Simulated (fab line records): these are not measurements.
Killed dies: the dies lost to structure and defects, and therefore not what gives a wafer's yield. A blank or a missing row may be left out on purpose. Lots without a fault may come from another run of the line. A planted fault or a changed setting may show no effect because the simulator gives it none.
A struck lot beside a sound one	flow nand harc	14 out of 1302 route steps
Sound: wafers L378.2, L378.3, L378.6. Struck: wafer L392.1. (L392.5 of the same lot was not struck and is left out.) The cause comes at the end.
Per side, at each step with rows, come the tool, then ch with its chambers, and then its first start. Under that, the readings that differ: sound wafers	struck wafers	difference of the means	sigmas: that difference in standard deviations of wafers without a fault.
alike: readings with means less than 2 such deviations apart, plus words and numbers identical on both sides. not compared: withheld readings, readings lacking a value on some wafer, bounds such as >300 that could conceal the same value, and numbers that have no deviation in the record and whose values overlap.
A row with sigmas, a row that says differs or no value, or rows on one side alone: a step with any of these is where the two part. Numbers that don't overlap but have no deviation are shown without sigmas and don't part them. A reading missing from all wafers of one side parts the sides only when that side holds two or more wafers.

first, 1 step without rows for these wafers: NHARC_A_ONON_D1_DEP_03 (target thk 1000 nm).
NHARC_A_ONON_D1_THK_MEAS_05: measures by ellipsometry.
  sound on film metro-01, day 9 10:37; struck on film metro-02, day 15 08:10
  alike: thk nm
then, 1 step without rows for these wafers: NHARC_A_ONON_D1_DEP_06 (target thk 1000 nm).
NHARC_A_ONON_D1_THK_MEAS_08: measures by ellipsometry.
  sound on film metro-01, day 9 11:11; struck on film metro-02, day 15 08:45
  alike: thk nm
then, 1 step without rows for these wafers: NHARC_A_ONON_D1_DEP_09 (target thk 1000 nm).
NHARC_A_ONON_D1_THK_MEAS_11: measures by ellipsometry.
  sound on film metro-01, day 9 11:45; struck on film metro-01, day 15 09:19
reading	sound	struck	difference	sigmas
thk nm (nm)	1022 1020 1024	1003	-19	-2
then, 1 step without rows for these wafers: NHARC_A_ONON_D1_DEP_12 (target thk 1000 nm).
NHARC_A_ONON_D1_THK_MEAS_14: measures by ellipsometry.
  sound on film metro-01, day 9 12:19; struck on film metro-01, day 15 09:53
  alike: thk nm
then, 2 steps without rows for these wafers: NHARC_A_ONON_D1_ANNEAL_15 (time 3600 s); NHARC_A_ONON_D1_DEP_16 (target thk 1000 nm).
NHARC_A_ONON_D1_THK_MEAS_18: measures by ellipsometry.
  sound on film metro-02, day 9 20:04; struck on film metro-02, day 15 17:58
  alike: thk nm
NHARC_A_ONON_D1_DEP_19: target thk 1000 nm.
  sound on pecvd onon-03 ch 0, day 9 20:11; struck on pecvd onon-03 ch 0, day 15 18:01
NHARC_A_ONON_D1_THK_MEAS_21: measures by ellipsometry.
  sound on film metro-01, day 9 20:38; struck on film metro-01, day 15 18:31
reading	sound	struck	difference	sigmas
thk nm (nm)	996 993 995	517	-478	-49
then, 1 step without rows for these wafers: NHARC_A_ONON_D1_DEP_22 (target thk 1000 nm).

WHERE THEY PART
First at NHARC_A_ONON_D1_THK_MEAS_11; last, within this record, at NHARC_A_ONON_D1_THK_MEAS_21.

WHY: what had been put in by the simulator
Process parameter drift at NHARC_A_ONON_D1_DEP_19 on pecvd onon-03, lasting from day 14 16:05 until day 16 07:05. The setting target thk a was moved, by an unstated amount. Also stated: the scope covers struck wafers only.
